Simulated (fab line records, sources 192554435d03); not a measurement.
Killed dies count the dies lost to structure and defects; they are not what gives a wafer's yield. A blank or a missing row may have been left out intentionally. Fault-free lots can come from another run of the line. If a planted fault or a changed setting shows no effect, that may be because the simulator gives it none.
Split-lot trial + flow n5Finfet + 7 lots, 21 wafers read, on a route of 1938 steps

== THE SPLIT ==
At N5_BEOL_M6_EXPOSE_08 (exposes mask M6), the setting doseMj was moved away from the recipe's 68.25 on 6 of the 21 wafers read, by -6.9% to +7.1%. This setting was run at the recipe's value on the other wafers.

== FROM THE SPLIT TO THE READING: what the file shows between them, 2 steps ==
- N5_BEOL_M6_PEB_09: peb time 60 s
- N5_BEOL_M6_DEVELOP_10: develop time 30 s

== THE READING ==
cdNm, in nm, at N5_BEOL_M6_CD_MEAS_11 (target cd 38.5 nm). Typical for fault-free wafers on this fab line: 38.3 nm, with standard deviation 0.46 nm.

| wafer  | tool, chamber at the split | doseMj as run | against the recipe | cdNm, nm | against lot-mates on the recipe |
|--------|----------------------------|---------------|--------------------|----------|---------------------------------|
| L079.2 | arfiScanner-01, 0          | 73.11         | +7.1%              | 42.2     | +3.2                            |
| L079.5 | arfiScanner-01, 0          | 68.25         | recipe             | 38.9     | -                               |
| L079.6 | arfiScanner-01, 0          | 68.25         | recipe             | 39.1     | -                               |
| L078.1 | arfiScanner-02, 0          | 63.57         | -6.9%              | 35.3     | -3.2                            |
| L078.3 | arfiScanner-02, 0          | 68.25         | recipe             | 38.5     | -                               |
| L078.5 | arfiScanner-02, 0          | 68.25         | recipe             | 38.4     | -                               |
| L081.3 | arfiScanner-02, 0          | 68.25         | recipe             | 38.4     | -                               |
| L081.4 | arfiScanner-02, 0          | 66.38         | -2.7%              | 37.1     | -1.3                            |
| L081.6 | arfiScanner-02, 0          | 66.38         | -2.7%              | 37.6     | -0.8                            |
| L083.1 | arfiScanner-02, 0          | 68.25         | recipe             | 39.0     | -                               |
| L083.2 | arfiScanner-02, 0          | 65.44         | -4.1%              | 36.8     | -2.2                            |
| L083.4 | arfiScanner-02, 0          | 65.44         | -4.1%              | 36.3     | -2.7                            |
| L086.2 | arfiScanner-01, 0          | 68.25         | recipe             | 37.8     | -                               |
| L086.4 | arfiScanner-01, 0          | 68.25         | recipe             | 37.6     | -                               |
| L086.6 | arfiScanner-01, 0          | 68.25         | recipe             | 37.7     | -                               |
| L089.2 | arfiScanner-03, 0          | 68.25         | recipe             | 38.7     | -                               |
| L089.4 | arfiScanner-03, 0          | 68.25         | recipe             | 38.1     | -                               |
| L089.5 | arfiScanner-03, 0          | 68.25         | recipe             | 38.3     | -                               |
| L091.1 | arfiScanner-03, 0          | 68.25         | recipe             | 38.1     | -                               |
| L091.2 | arfiScanner-03, 0          | 68.25         | recipe             | 38.4     | -                               |
| L091.4 | arfiScanner-03, 0          | 68.25         | recipe             | 37.9     | -                               |

THE FIT
A straight line over all 21 wafers: cdNm changes by +0.473 nm for each +1% of doseMj; r = +0.94; the points scatter about the line by 0.44 nm.
The same after taking each lot's own level away (the mean of its wafers on the recipe; 21 wafers): +0.477 nm for each +1%; r = +0.98; scatter 0.26 nm.
Per that fit: largest doseMj move, reading shift of 3.4 nm.
Measured against the standard deviation above, the lots' own levels, which go from 37.70 to 39.00 nm, span 2.8 times it.
The two slopes are in agreement: the lot-to-lot level therefore moves the slope only a little.
Check: with one of the wafers moved furthest among these (+7.1%) left out of the fit, the line predicts +3.53 nm for it against its lot-mates. It came out at +3.2 nm against them.

== OTHER SPLITS APPLIED TO THESE WAFERS ==
These wafers also went through other splits before the reading. Each is held against what the fit with the lots' levels taken away leaves over:
| other split on the same wafers | wafers away from the commonest value | r with cdNm (lot level and that fit taken away) |
|--------------------------------|--------------------------------------|-------------------------------------------------|
| N5_BEOL_M5_ETCH_72 sourceW     | 5                                    | -0.13                                           |
| N5_BEOL_M5_COAT_74 spinRpm     | 6                                    | +0.12                                           |
| N5_BEOL_M5_COAT_22 spinRpm     | 2                                    | +0.10                                           |

== THE WHOLE CHAIN: every reading that the file lists as answering this split, in the file's order ==
| step                  | what it does                                                         | reading                                                             | change (the file's fit)               | r (the file's) |
|-----------------------|----------------------------------------------------------------------|---------------------------------------------------------------------|---------------------------------------|----------------|
| N5_BEOL_M6_CD_MEAS_11 | target cd 38.5 nm                                                    | cdNm                                                                | +0.469 nm for each +1% of the setting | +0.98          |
| N5_BEOL_M6_ETCH_61    | etches SiARC in CF4, target depth 45.5 nm, time 75.8 s               | BEOL_M6.cdOffsetNm (the simulator's own value, which no gauge read) | +0.486 nm for each +1% of the setting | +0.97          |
| N5_BEOL_M6_ETCH_62    | etches SOC in N2/H2, target depth 110 nm, overetch 22 nm, time 165 s | BEOL_M6.cdOffsetNm (the simulator's own value, which no gauge read) | +0.464 nm for each +1% of the setting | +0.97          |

== THE FILE'S OWN FIT ==
cdNm changes by +0.469 nm for each +1% of doseMj, r = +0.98.
